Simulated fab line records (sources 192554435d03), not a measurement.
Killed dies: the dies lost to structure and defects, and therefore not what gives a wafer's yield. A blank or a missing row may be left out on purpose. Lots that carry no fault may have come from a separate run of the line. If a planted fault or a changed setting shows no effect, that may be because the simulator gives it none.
Matching of chambers + flow n5_finfet + 4 sister chambers for N5_HKMG_FIN_CMP_94 on cmp-02
The step polishes, stops on SiNx, t overpolish 4.7 s, target thk 43.299 nm. 4 wafers are shown with their chamber, then 7 later ones without.

WAFERS WITH THEIR CHAMBER
| wafer  | chamber | motor_current_A (A) |
|--------|---------|---------------------|
| L082.3 | 0       | 11.3                |
| L086.5 | 2       | 13.2                |
| L093.1 | 1       | 12.6                |
| L093.4 | 3       | 15.1                |

WAFERS WITHOUT THEIR CHAMBER
| wafer  | motor_current_A (A) |
|--------|---------------------|
| L093.6 | 13.1                |
| L094.1 | 14.9                |
| L094.2 | 12.9                |
| L094.5 | 13.3                |
| L096.2 | 14.6                |
| L096.4 | 13.0                |
| L096.5 | 13.0                |

EACH ONE'S CHAMBER
| wafer  | from the rows above     | in truth |
|--------|-------------------------|----------|
| L093.6 | can't be placed: 2 or 1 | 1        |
| L094.1 | 3                       | 3        |
| L094.2 | can't be placed: 2 or 1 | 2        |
| L094.5 | 2                       | 2        |
| L096.2 | 3                       | 3        |
| L096.4 | can't be placed: 2 or 1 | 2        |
| L096.5 | can't be placed: 2 or 1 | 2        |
Placed correctly: 3 of 7. These rows do not allow placing 4 (true chamber among the candidates in 4). 0 placed wrongly.
How it was worked out, from the rows above alone: a wafer's distance from a chamber is the root of the sum, over the readings, of the square of ((its reading less the chamber's mean) divided by the reading's scatter). If the next closest chamber is less than 2 further off than the closest, the wafer can't be placed; otherwise it belongs to the closest. Each chamber's mean is taken over the wafers shown for it. The scatter: with one shown wafer a chamber, the root of the mean of the squares of how far each hidden wafer lies from its nearest shown one.
